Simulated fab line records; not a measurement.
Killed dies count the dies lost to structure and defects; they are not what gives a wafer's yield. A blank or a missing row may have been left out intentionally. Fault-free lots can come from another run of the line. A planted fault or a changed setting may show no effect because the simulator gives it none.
A lot that was struck, set against a sound lot / flow n5Finfet / 20 steps out of a route of 1938
Sound: wafers L684.3, L684.4, L684.5. Struck: wafers L698.2, L698.4, L698.6. At the end, the cause is stated.
Order at every step that has rows: each side's tool, ch and its chambers, its first start. Under that, the readings that differ: sound wafers / struck wafers / difference of the means / sigmas: that difference in standard deviations of wafers without a fault.
alike: readings whose means differ by less than 2 such deviations, and words and numbers that are the same on both sides. not compared: withheld readings, readings that some wafer has no value for, bounds like >300 that may hide the same value, and numbers for which the record gives no deviation and whose values overlap.
A row with sigmas, a row that says differs or no value, or rows on one side alone: a step with any of these is where the two part. Non-overlapping numbers with no deviation appear without sigmas and do not part them. A reading missing from all wafers of one side parts the sides only when that side holds two or more wafers.

first, 2 steps without rows for these wafers: N5_BEOL_M3_STRIP_65 (strips in N2/H2); N5_BEOL_M3_STRIP_75 (strips in N2/H2).
N5_BEOL_M3_STRIP_66: strips in CF4.
  sound on rieDiel-05 ch 1,2,3, day 8 12:31; struck on rieDiel-03 ch 0,2, day 12 21:16
reading=drypumpMotorCurrentA (A); sound=5.9 5.3 5.7; struck=6.1 6.4 6.4; difference=+0.7; sigmas=+2
  alike: oesProductAu, rfVppV, showerheadPlenumPTorr, throttleValvePct
  not compared: rfHoursCounterH
N5_BEOL_M3_HM_OPEN_17: chemistry Cl2/BCl3, target TiN, target depth 20 nm, overetch 6 nm.
  sound on rieMetal-02 ch 0,1, day 8 12:35; struck on rieMetal-03 ch 0,1, day 12 21:19
  alike: biasW, drypumpMotorCurrentA, heBacksideLeakSccm, oes_ar_750_au, oesProductAu, throttleValvePct
  not compared: rfHoursCounterH
N5_BEOL_M3_STRIP_19: strips in O2.
  sound on rieDiel-06 ch 0,1,2, day 8 12:40; struck on rieDiel-05 ch 2,3, day 12 21:25
  alike: drypumpMotorCurrentA, oesProductAu, rfVppV, showerheadPlenumPTorr, throttleValvePct
  not compared: rfHoursCounterH
N5_BEOL_M3_CD_MEAS_18: pitch 36 nm, target cd 18 nm.
  sound: cdSem-02 at day 8 12:44; struck: cdSem-01 at day 12 21:29
  alike: cdNm
then, 6 steps without rows for these wafers: N5_BEOL_M3_COAT_67 (time 60 s, resist thk 60 nm); N5_BEOL_M3_COAT_68 (time 60 s, resist thk 12 nm); N5_BEOL_M3_COAT_76 (time 60 s, resist thk 5 nm); N5_BEOL_M3_COAT_22 (resist thk 30 nm); N5_BEOL_M3_EBR_24; N5_BEOL_M3_SOFTBAKE_23 (time 60 s).
N5_BEOL_M3_EXPOSE_25: exposes mask V2, defocus 5 nm.
  sound on euvScanner-01 ch 0, day 8 12:55; struck on euvScanner-01 ch 0, day 12 21:40
reading=model.BEOL_M3.overlayXNm (nm); sound=0 0 0; struck=3.2 3.2 3.2; difference=+3.2; sigmas=
  alike: mask, exposureDoseMJCm2
then, 2 steps without rows for these wafers: N5_BEOL_M3_PEB_26 (peb time 60 s); N5_BEOL_M3_DEVELOP_27 (develop time 30 s).
N5_BEOL_M3_CD_MEAS_28: target cd 25.7 nm, target cd y 23.3 nm.
  sound on cdSem-02 ch 0, day 8 13:03; struck on cdSem-03 ch 0, day 12 21:49
  alike: cdNm
N5_BEOL_M3_OVL_MEAS_29:
  sound on overlay-02 ch 0, day 8 13:05; struck on overlay-01 ch 0, day 12 21:51
reading=V2_OVL (nm); sound=-1.1 -0.1 0.0; struck=3.1 2.7 2.1; difference=+3.0; sigmas=+4
N5_BEOL_M3_INSPECT_30: inspects for defects (brightfield).
  sound: defectInspect-01 at day 8 13:08; struck: defectInspect-02 at day 12 21:54
  alike: rawDefectCount
N5_BEOL_M4_RC_MEAS_101:
  sound on prober-01 ch 0, day 9 20:37; struck on prober-01 ch 0, day 13 22:01
  alike: DIBL_N, DIBL_P, IOFF_N, IOFF_P, ION_N, ION_P, SS_N, SS_P, VT_N, VT_P
next, for these wafers, 1 step has no rows: N5_PASSIVATION_PROBE_49.

## WHERE THEY PART
Earliest at N5_BEOL_M3_STRIP_66; latest, in this record, at N5_BEOL_M3_OVL_MEAS_29. Later steps at which nothing parts them and some readings are alike: N5_BEOL_M3_INSPECT_30, N5_BEOL_M4_RC_MEAS_101.

WHY: what the simulator had put in
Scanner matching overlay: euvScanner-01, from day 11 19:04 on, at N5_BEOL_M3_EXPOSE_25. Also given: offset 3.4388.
